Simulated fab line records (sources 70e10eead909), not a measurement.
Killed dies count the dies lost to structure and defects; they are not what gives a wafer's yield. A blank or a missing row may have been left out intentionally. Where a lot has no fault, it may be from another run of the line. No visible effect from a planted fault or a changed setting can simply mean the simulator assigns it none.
A single fault, viewed from 3 desks / flow nand-harc / what lay behind the numbers comes last; until then each desk has only its own

## FROM THE METROLOGY DESK
Means of the sampled wafers that have a number, per lot and without regard to the tool the lot ran on: this is what the gauges read. A lot is out of limits, marked OUT, if its mean lies more than 4 standard deviations from the usual mean; the brackets give that distance.
Columns: A = thk-nm at NHARC_A_DECK1_JOINT_THK_MEAS_17, usual 44.8 nm
lot=L405; first seen here=day 12 19:22; A=44.7
lot=L406; first seen here=day 13 06:56; A=44.3
lot=L407; first seen here=day 13 06:56; A=45.5
lot=L408; first seen here=day 13 19:04; A=44.6
lot=L409; first seen here=day 14 06:59; A=45.3
lot=L410; first seen here=day 14 23:34; A=44.7
lot=L412; first seen here=day 15 19:28; A=43.5
lot=L416; first seen here=day 17 11:26; A=44.9
lot=L419; first seen here=day 19 06:34; A=57.7 (+9.9) OUT
lot=L422; first seen here=day 19 10:19; A=57.6 (+9.8) OUT
lot=L424; first seen here=day 20 18:21; A=45.1
lot=L427; first seen here=day 21 13:49; A=45.4
lot=L428; first seen here=day 22 00:10; A=45.1
This desk finds L419, L422 out of limits, L419 being first, at day 19 06:34 (thk-nm at NHARC_A_DECK1_JOINT_THK_MEAS_17). L405, L406, L407, L408, L409, L410, L412, L416, L424, L427, L428 stayed within limits.

## TOOL OWNER'S DESK, pecvd-01
The tool's own readings at NHARC_A_DECK1_JOINT_DEP_16 (deposits SiO2, target thk 45 nm): means of the sampled wafers that have a number, for each lot that ran on this tool. A lot is out of limits, marked OUT, if its mean lies more than 4 standard deviations from the usual mean; the brackets give that distance.
Columns: A = heater-power-w at NHARC_A_DECK1_JOINT_DEP_16, usual 566 W; B = throttle-valve-pct at NHARC_A_DECK1_JOINT_DEP_16, usual 15.9 %
lot=L405; first seen here=day 12 19:05; A=634; B=16.3
lot=L406; first seen here=day 13 06:38; A=625; B=15.3
lot=L410; first seen here=day 14 23:19; A=515; B=14.9
lot=L412; first seen here=day 15 19:13; A=588; B=15.5
lot=L419; first seen here=day 19 06:22; A=569; B=15.5
lot=L422; first seen here=day 19 10:02; A=578; B=15.7
This desk found nothing out of limits on any of the 6 lots.

## THE DEFECT DESK
Per lot, the means of the sampled wafers with a number show what the inspections along the route counted. A lot is out of limits, marked OUT, if its mean lies more than 4 standard deviations from the usual mean; the brackets give that distance.
Columns: A = raw-defect-count at NHARC_A_DECK1_JOINT_INSPECT_05, usual 354
lot=L405; first seen here=day 12 19:24; A=374
lot=L406; first seen here=day 13 06:58; A=228
lot=L407; first seen here=day 13 06:58; A=294
lot=L408; first seen here=day 13 19:06; A=331
lot=L409; first seen here=day 14 07:01; A=292
lot=L410; first seen here=day 14 23:36; A=339
lot=L412; first seen here=day 15 19:30; A=335
lot=L416; first seen here=day 17 11:29; A=370
lot=L419; first seen here=day 19 06:36; A=313
lot=L422; first seen here=day 19 10:21; A=580
lot=L424; first seen here=day 20 18:23; A=246
lot=L427; first seen here=day 21 13:51; A=362
lot=L428; first seen here=day 22 00:12; A=488
This desk found nothing out of limits on any of the 13 lots.

## ALL TOGETHER
At day 19 06:34 the metrology desk could have sounded an alarm, on L419, L422.
The tool owner's desk saw nothing out of limits.
Nothing the defect desk looked at was out of limits.
On record at the tool owner's desk: L419, L422, within its limits.
The defect desk has L419, L422 on record, within its limits.
NHARC_A_DECK1_JOINT_DEP_16 was run on pecvd-01 by each of the lots named.

## WHAT THE SIMULATOR HAD INSERTED
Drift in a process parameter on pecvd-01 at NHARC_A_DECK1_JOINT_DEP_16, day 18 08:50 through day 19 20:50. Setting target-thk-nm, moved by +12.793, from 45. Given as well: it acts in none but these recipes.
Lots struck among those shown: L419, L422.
Delay in hours, fault start to first out-of-limits reading, per desk: metrology desk 22.
